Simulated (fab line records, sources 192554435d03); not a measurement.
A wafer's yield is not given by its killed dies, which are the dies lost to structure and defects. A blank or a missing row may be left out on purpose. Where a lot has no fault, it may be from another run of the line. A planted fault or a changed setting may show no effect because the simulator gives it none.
Chamber matching || flow n5-finfet || 3 sister chambers for N5_BEOL_M9_CURE_72 on uv-cure-01
The step cures SiCOH lowk, time 120 s. 16 wafers are shown with their chamber, then 8 later ones without.

## WAFERS WITH THEIR CHAMBER
{"wafer": "L074.3", "chamber": 1, "wafer_temp_C_max": 372.5, "lamp-power-pct (%)": 52.29}
{"wafer": "L074.4", "chamber": 1, "wafer_temp_C_max": 372.1, "lamp-power-pct (%)": 52.33}
{"wafer": "L074.6", "chamber": 1, "wafer_temp_C_max": 372.4, "lamp-power-pct (%)": 52.28}
{"wafer": "L075.1", "chamber": 1, "wafer_temp_C_max": 371.7, "lamp-power-pct (%)": 52.37}
{"wafer": "L075.3", "chamber": 1, "wafer_temp_C_max": 372.2, "lamp-power-pct (%)": 52.26}
{"wafer": "L075.5", "chamber": 1, "wafer_temp_C_max": 372.0, "lamp-power-pct (%)": 52.32}
{"wafer": "L076.3", "chamber": 1, "wafer_temp_C_max": 372.3, "lamp-power-pct (%)": 52.43}
{"wafer": "L076.5", "chamber": 1, "wafer_temp_C_max": 372.2, "lamp-power-pct (%)": 52.41}
{"wafer": "L076.6", "chamber": 1, "wafer_temp_C_max": 371.9, "lamp-power-pct (%)": 52.26}
{"wafer": "L082.4", "chamber": 0, "wafer_temp_C_max": 371.2, "lamp-power-pct (%)": 52.33}
{"wafer": "L082.5", "chamber": 0, "wafer_temp_C_max": 371.4, "lamp-power-pct (%)": 52.26}
{"wafer": "L082.6", "chamber": 0, "wafer_temp_C_max": 371.3, "lamp-power-pct (%)": 52.33}
{"wafer": "L084.1", "chamber": 1, "wafer_temp_C_max": 371.6, "lamp-power-pct (%)": 52.32}
{"wafer": "L084.4", "chamber": 1, "wafer_temp_C_max": 372.3, "lamp-power-pct (%)": 52.26}
{"wafer": "L084.6", "chamber": 1, "wafer_temp_C_max": 371.3, "lamp-power-pct (%)": 52.26}
{"wafer": "L086.1", "chamber": 2, "wafer_temp_C_max": 372.8, "lamp-power-pct (%)": 52.37}

SIGNATURES (averages over the wafers above)
{"reading": "wafer_temp_C_max", "chamber 0": 371.300, "chamber 1": 372.042, "chamber 2": 372.800, "scatter within a chamber": 0.332}
{"reading": "lamp-power-pct", "chamber 0": 52.3067, "chamber 1": 52.3158, "chamber 2": 52.3700, "scatter within a chamber": 0.0574}
Rule: for a wafer and a chamber, the distance is found by dividing, reading by reading, the gap between the wafer's reading and the chamber's mean by the reading's scatter, squaring, summing and taking the root. If the next closest chamber is less than 2 further off than the closest, the wafer can't be placed; otherwise it belongs to the closest. The scatter is the square root of a quotient: the sum, over the shown wafers, of each reading's squared deviation from its chamber's mean, divided by wafers minus chambers.

## WAFERS WITH NO CHAMBER GIVEN
{"wafer": "L086.2", "wafer_temp_C_max": 372.0, "lamp-power-pct (%)": 52.29}
{"wafer": "L086.3", "wafer_temp_C_max": 372.1, "lamp-power-pct (%)": 52.25}
{"wafer": "L091.2", "wafer_temp_C_max": 371.4, "lamp-power-pct (%)": 52.32}
{"wafer": "L091.4", "wafer_temp_C_max": 371.2, "lamp-power-pct (%)": 52.30}
{"wafer": "L091.5", "wafer_temp_C_max": 370.9, "lamp-power-pct (%)": 52.27}
{"wafer": "L097.2", "wafer_temp_C_max": 370.7, "lamp-power-pct (%)": 52.36}
{"wafer": "L097.3", "wafer_temp_C_max": 370.5, "lamp-power-pct (%)": 52.32}
{"wafer": "L097.5", "wafer_temp_C_max": 371.0, "lamp-power-pct (%)": 52.25}

## CHAMBER TAKEN BY EACH
{"wafer": "L086.2", "from the rows above": "can't be placed: 1 or 0", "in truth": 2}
{"wafer": "L086.3", "from the rows above": "can't be placed: 1 or 0 or 2", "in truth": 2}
{"wafer": "L091.2", "from the rows above": "can't be placed: 0 or 1", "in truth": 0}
{"wafer": "L091.4", "from the rows above": 0, "in truth": 0}
{"wafer": "L091.5", "from the rows above": 0, "in truth": 0}
{"wafer": "L097.2", "from the rows above": 0, "in truth": 0}
{"wafer": "L097.3", "from the rows above": 0, "in truth": 0}
{"wafer": "L097.5", "from the rows above": 0, "in truth": 0}
5 of 8 placed correctly. From these rows, 3 cannot be placed; in 2 the true chamber is one of the candidates. 0 placed wrongly.
